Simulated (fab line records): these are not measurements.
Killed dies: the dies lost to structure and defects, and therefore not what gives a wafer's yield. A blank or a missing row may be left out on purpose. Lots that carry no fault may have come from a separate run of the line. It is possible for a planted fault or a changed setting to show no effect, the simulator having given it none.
fab line records | flow n5Finfet
record lots=11 wafers=31 lastDay=18
route steps=1938 shown BEOL_M2@922 BEOL_M4@1111 PASSIVATION@1936
lots with no fault: from the same line, run without faults
startH: hours from the record's first day to the start of the lot's first wafer shown | waitH: hours elapsed since this lot's preceding step | " identical to the entry in the row above | L1.1+2: several wafers, shown together as one row | - value missing, or start not given | * or withheld: withheld | < > ~ a bound
route shown NAME@n: a module of which the file shows steps, and the number in the route of the first | usual: average and standard deviation across the fault-free wafers | same: alike in all rows | chamber/n: place in a boat | sites: the reading at each site | _std_site: their standard deviation | _edge_site: outer sites' mean less inner sites' | radiusMm: how far each site lies from the wafer's centre | mask NAME#n: copy n | behind: the tool/chamber that last shaped the wafer | hold: the reason the lot was held/the length of the hold in hours/how it ended | device: whichever transistor did not switch (one of n, p or np) | end of line: the route-end tests of the same wafers | a step given without rows: its recipe and nothing more | killed: count of dies lost to structure and defects at first sort (not the wafer's yield) | map: a wafer's dies, marking killed ones x, the rest . and places with no die _
set.NAME: the run value of the setting; set.NAME@STEP: its run value at that earlier step | model.NAME: the simulator's own value behind a step, which no gauge read
a sample of lots followed through the steps of the route, with each step as a table and each wafer as a row
services: from which hour (startH, from the record's first day; less than 0 if before it) a tool's chamber was out of use, for how many hours, and why
## steps
# step N5_BEOL_M2_ANNEAL_51
# recipe tempC=225 timeS=90 ambient=N2
# usual wafer_temp_C_max=226.4/0.38
# columns lot.wafer tool chamber startH waitH wafer_temp_C_max
L858.3 rtpAnneal-02 0 153.81 0.1 226.1
L858.4 " 0 " " 226.1
L858.5 " 0 " " 226.0
L860.2 rtpAnneal-02 0 168.37 0.1 226.2
L860.4 " 0 " " 226.3
L860.5 " 0 " " 226.2
L859.3 rtpAnneal-01 0 173.08 0.1 227.0
L859.4 " 0 " " 226.6
L859.6 " 0 " " 227.0
L862.1 rtpAnneal-01 0 175.95 0.1 226.9
L862.2 " 0 " " 227.0
L862.4 " 0 " " 226.9
L863.2 rtpAnneal-02 0 183.12 0.1 226.2
L863.5 " 0 " " 226.0
L876.1 rtpAnneal-02 0 259.15 0.1 226.2
L876.4 " 0 " " 226.3
L876.5 " 0 " " 226.5
L877.2 rtpAnneal-02 0 260.59 0.1 225.7
L877.3 " 0 " " 226.6
L881.2 rtpAnneal-01 0 288.32 0.1 226.8
L881.3 " 0 " " 226.4
L881.5 " 0 " " 226.8
L878.1 rtpAnneal-01 0 289.43 0.1 226.6
L878.4 " 0 " " 226.4
L878.5 " 0 " " 226.2
L880.1 rtpAnneal-02 0 292.11 0.3 226.3
L880.3 " 0 " " 225.8
L880.6 " 0 " " 226.1
L879.1 rtpAnneal-01 0 296.10 0.1 226.2
L879.3 " 0 " " 226.4
L879.5 " 0 " " 226.6
# step N5_BEOL_M2_CO_CAP_55
# recipe material=Co targetThkA=20 tempC=200 precursor=CCTBA/H2 pressureTorr=30 timeS=102.1
# usual heaterPowerW=247/22 runLengthS=125.0/0.62 susceptorTempC=199.99/0.17
# columns lot.wafer tool chamber startH waitH heaterPowerW runLengthS susceptorTempC
L858.3 cvdCo-02 0 154.41 0.0 213 125.2 200.11
L858.4 " 1 " " 291 124.6 199.82
L858.5 " 2 " " 252 125.7 199.67
L860.2 cvdCo-01 2 169.20 0.0 231 124.2 200.09
L860.4 " 0 " " 250 124.9 200.15
L860.5 " 1 " " 237 125.7 199.67
L859.3 cvdCo-02 0 173.66 0.0 219 124.8 199.93
L859.4 " 0 " " 221 125.4 200.05
L859.6 " 2 " " 256 125.0 199.91
L862.1 cvdCo-01 2 176.62 0.0 230 124.6 199.92
L862.2 " 1 " " 234 66.6 -
L862.4 " 1 " " 237 126.1 200.23
L863.2 cvdCo-01 1 183.74 0.0 238 67.1 -
L863.5 " 0 " " 253 124.5 200.05
L876.1 cvdCo-01 0 259.81 0.0 248 124.7 200.00
L876.4 " 1 " " 237 126.1 200.19
L876.5 " 2 " " 230 124.9 200.03
L877.2 cvdCo-01 1 261.21 0.0 236 125.8 200.02
L877.3 " 2 " " 237 124.3 200.20
L881.2 cvdCo-01 0 288.94 0.0 251 124.7 199.81
L881.3 " 1 " " 230 126.6 200.09
L881.5 " 1 " " 244 125.6 199.98
L878.1 cvdCo-02 2 290.10 0.0 259 125.1 199.90
L878.4 " 2 " " 257 125.2 200.09
L878.5 " 1 " " 287 124.5 200.02
L880.1 cvdCo-01 0 292.78 0.0 250 125.7 199.74
L880.3 " 2 " " 235 124.2 199.90
L880.6 " 1 " " 235 126.2 199.66
L879.1 cvdCo-02 2 296.77 0.0 256 125.6 199.62
L879.3 " 1 " " 285 124.2 200.22
L879.5 " 2 " " 254 125.1 199.84
# step N5_BEOL_M2_DEP_57
# recipe material=SiCN targetThkA=80 tempC=withheld precursor=3MS/NH3 pressureTorr=3 rfW=202 timeS=14
# usual showerheadPlenumPTorr=3.657/0.0089 throttleValvePct=9.1/0.66
# columns lot.wafer tool chamber startH waitH showerheadPlenumPTorr throttleValvePct
L858.3 pecvd-04 1 154.52 0.0 3.647 8.9
L858.4 " 0 " " 3.667 8.6
L858.5 " 2 " " 3.656 8.6
L860.2 pecvd-03 0 169.32 0.0 3.645 9.7
L860.4 " 1 " " 3.654 10.0
L860.5 " 2 " " 3.662 8.6
L859.3 pecvd-04 1 173.77 0.0 3.658 8.8
L859.4 " 2 " " 3.655 8.7
L859.6 " 1 " " 3.652 8.8
L862.1 pecvd-04 2 176.73 0.0 3.662 9.0
L862.2 " 0 " " 3.661 8.3
L862.4 " 1 " " 3.647 8.9
L863.2 pecvd-04 2 183.86 0.0 3.647 9.0
L863.5 " 0 " " 3.665 8.5
L876.1 pecvd-03 0 259.93 0.0 3.657 9.7
L876.4 " 2 " " 3.659 8.9
L876.5 " 1 " " 3.664 10.0
L877.2 pecvd-01 0 261.33 0.0 3.654 10.6
L877.3 " 1 " " 3.659 10.3
L881.2 pecvd-01 1 289.06 0.0 3.664 10.2
L881.3 " 0 " " 3.643 10.2
L881.5 " 1 " " 3.668 10.1
L878.1 pecvd-04 0 290.22 0.0 3.675 8.4
L878.4 " 2 " " 3.648 8.8
L878.5 " 1 " " 3.653 8.8
L880.1 pecvd-01 0 292.90 0.0 3.643 10.4
L880.3 " 1 " " 3.658 10.2
L880.6 " 2 " " 3.654 8.4
L879.1 pecvd-03 2 296.90 0.0 3.660 8.9
L879.3 " 1 " " 3.665 9.6
L879.5 " 1 " " 3.659 9.9
# step N5_BEOL_M2_RS_MEAS_58
# recipe thkMeasGauge=four-point-probe reads=Co_of_BEOL_M2_CO_CAP_55+Cu_of_BEOL_M2_ECD_50+Co_of_BEOL_M2_CVD_47+TaN_of_BEOL_M2_ALD_84
# usual M2_RS=0.65/0.033
# columns lot.wafer tool chamber startH waitH M2_RS[ohm/sq]
L858.3 filmMetro-02 - 154.59 0.1 0.65
L858.4 " - " " 0.63
L858.5 " - " " 0.65
L860.2 filmMetro-01 - 169.39 0.1 0.60
L860.4 " - " " 0.67
L860.5 " - " " 0.62
L859.3 filmMetro-01 - 173.84 0.1 0.65
L859.4 " - " " 0.62
L859.6 " - " " 0.59
L862.1 filmMetro-02 - 176.81 0.1 0.63
L862.2 " - " " 0.72
L862.4 " - " " 0.65
L863.2 filmMetro-02 - 183.92 0.1 0.67
L863.5 " - " " 0.64
L876.1 filmMetro-01 - 260.00 0.0 0.64
L876.4 " - " " 0.63
L876.5 " - " " 0.67
L877.2 filmMetro-01 - 261.40 0.1 0.60
L877.3 " - " " 0.65
L881.2 filmMetro-02 - 289.13 0.1 0.67
L881.3 " - " " 0.73
L881.5 " - " " 0.73
L878.1 filmMetro-02 - 290.29 0.0 0.63
L878.4 " - " " 0.64
L878.5 " - " " 0.67
L880.1 filmMetro-01 - 292.97 0.0 0.63
L880.3 " - " " 0.71
L880.6 " - " " 0.65
L879.1 filmMetro-01 - 296.98 0.1 0.62
L879.3 " - " " 0.69
L879.5 " - " " 0.64
# step N5_BEOL_M4_RC_MEAS_101
# usual DIBL_N=36.7/2.6 DIBL_P=36.9/2.8 IOFF_N=0.17/0.043 IOFF_P=0.22/0.05 ION_N=678/15 ION_P=465/9.2 SS_N=71.6/0.79 SS_P=73.5/0.82 VT_N=250/3.9 VT_P=-250/3.7
# columns lot.wafer tool chamber startH waitH DIBL_N[mV/V] DIBL_P[mV/V] IOFF_N[nA/um] IOFF_P[nA/um] ION_N[uA/um] ION_P[uA/um] SS_N[mV/dec] SS_P[mV/dec] VT_N[mV] VT_P[mV]
L858.3 prober-01 0 176.98 0.3 34.5 35.8 0.14 0.18 677 468 71.0 73.3 251 -254
L858.4 " 0 " " 37.9 39.5 0.19 0.24 684 463 72.8 74.0 251 -250
L858.5 " 0 " " 41.6 44.6 0.29 0.33 692 466 73.9 74.8 246 -247
L860.2 prober-02 0 191.70 0.2 36.1 37.0 0.16 0.18 697 466 71.5 73.2 248 -254
L860.4 " 0 " " 35.9 36.4 0.14 0.17 662 446 71.6 73.2 254 -255
L860.5 " 0 " " 37.1 37.0 0.16 0.17 690 459 71.8 74.1 251 -257
L859.3 prober-02 0 195.40 0.3 34.3 34.6 0.15 0.21 681 469 71.6 72.6 248 -249
L859.4 " 0 " " 34.4 35.3 0.14 0.21 678 467 70.9 72.8 251 -253
L859.6 " 0 " " 35.2 35.6 0.15 0.21 685 469 71.4 73.2 251 -249
L862.1 prober-01 0 197.44 0.0 35.0 34.6 0.14 0.17 680 466 70.4 72.9 250 -253
L862.2 " 0 " " 36.3 36.8 0.15 0.19 682 467 71.4 72.9 250 -254
L862.4 " 0 " " 37.1 37.3 0.18 0.20 694 468 71.7 72.9 247 -253
L863.2 prober-02 0 222.51 0.2 33.7 34.1 0.11 0.17 662 461 71.0 73.3 254 -252
L863.5 " 0 " " 36.4 36.0 0.16 0.21 685 469 72.4 74.1 253 -250
L876.1 prober-01 0 292.09 0.0 36.0 36.6 0.15 0.22 670 467 71.3 73.3 248 -248
L876.4 " 0 " " 36.9 37.5 0.18 0.25 671 460 71.8 74.7 247 -247
L876.5 " 0 " " 35.1 34.9 0.14 0.19 660 451 71.2 73.2 249 -253
L877.2 prober-02 0 300.57 0.2 33.9 34.0 0.12 0.17 663 449 71.5 72.6 252 -251
L877.3 " 0 " " 32.4 32.2 0.11 0.16 675 465 70.7 71.9 252 -254
L881.2 prober-02 0 309.73 0.2 36.5 37.1 0.14 0.20 683 469 71.2 73.3 255 -253
L881.3 " 0 " " 39.4 40.4 0.18 0.25 673 464 71.8 74.1 252 -251
L881.5 " 0 " " 36.1 36.5 0.13 0.18 667 456 71.5 72.9 253 -253
L880.1 prober-01 0 312.65 0.0 31.9 32.4 0.11 0.16 661 461 70.0 73.0 254 -252
L880.3 " 0 " " 35.5 36.8 0.16 0.20 670 451 71.8 73.0 248 -249
L880.6 " 0 " " 32.5 32.3 0.11 0.15 652 453 70.7 71.9 254 -255
L878.1 prober-02 0 312.69 0.0 38.8 37.9 0.20 0.24 690 475 71.3 74.6 244 -248
L878.4 " 0 " " 36.5 35.2 0.15 0.21 664 454 70.6 73.6 251 -248
L878.5 " 0 " " 39.8 39.3 0.24 0.28 703 470 71.8 74.4 244 -248
L879.1 prober-01 0 334.76 0.0 36.3 36.2 0.13 0.19 660 460 71.8 73.1 254 -255
L879.3 " 0 " " 38.8 39.3 0.18 0.23 690 476 71.4 73.8 248 -250
L879.5 " 0 " " 40.2 40.5 0.20 0.26 685 469 72.3 73.9 248 -250
# step N5_PASSIVATION_PROBE_49
# usual defectLimitedYield=91.0/1.4 killed_at_M0_to_M3=36/9.6 killed_at_M4_up=14/6.1 killedAtContacts=13/6.6 killedAtFrontEnd=40/11 killedAtOther=3.2/2.9 killedDies=106/17 killedOpen=71/12 killedShort=33/7.3 sort_bin_4_leakage=0.02/0.11 sort_bin_5_function=5.3/1 sort_bin_6_memory=3.4/0.68 sortNPass=1073/19 sortYieldPct=91.0/1.6
# same grossDies=1180 killedAtBackSide=0 sort_bin_8_speed[%]=0
# columns lot.wafer tool chamber startH waitH defectLimitedYield[%] killed_at_M0_to_M3 killed_at_M4_up killedAtContacts killedAtFrontEnd killedAtOther killedDies killedOpen killedShort sort_bin_4_leakage[%] sort_bin_5_function[%] sort_bin_6_memory[%] sortNPass sortYieldPct[%]
L863.2 prober-01 - 327.24 0.1 90.3 42 26 14 32 0 114 81 26 0 6.1 3.6 1066 90.3
# killed by level:class
L863.2 MOL_CONTACT_COAG:geometricParticle:open=11 BEOL_M0_SAQP:geometricParticle:open=11 BEOL_M1:geometricParticle:open=11 BEOL_M5:geometricParticle:open=8 STI_FIN_REVEAL:geometricParticle:open=7 BEOL_M2:geometricParticle:open=6 BEOL_M3:geometricParticle:open=6 FIN_SAQP:geometricParticle:open=5
## services
# columns tool chamber startH hours kind
pecvd-04 - 163.46 0.9 repair
pecvd-04 - 164.40 5.5 pm
cvdCo-02 1 164.60 4.2 repair
pecvd-03 2 172.74 5.0 scheduledDown
cvdCo-02 - 184.99 0.3 repair
pecvd-04 - 197.69 1.0 repair
pecvd-03 - 227.89 0.2 repair
rtpAnneal-01 - 244.75 3.0 pm
pecvd-04 - 253.36 2.4 repair
pecvd-03 2 277.72 2.1 scheduledDown
pecvd-01 1 278.30 5.0 scheduledDown
## key
firstSign step=N5_BEOL_M2_CO_CAP_55 reading=runLengthS direction=down sigmas=93 usual=* struck=*
effect none on later readings
metAt N5_BEOL_M2_CO_CAP_55
struckLots L862,L863
struckWafers L862.2,L863.2
notActingAt N5_BEOL_M2_ANNEAL_51,N5_BEOL_M2_DEP_57,N5_BEOL_M2_RS_MEAS_58
fault kind=processParameterDrift tool=cvdCo-01 chamber=- onsetH=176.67 steps=N5_BEOL_M2_CO_CAP_55 channel=timeS offset=* shape=step endH=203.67 scope=struckWafersOnly actsIn=* stated=*
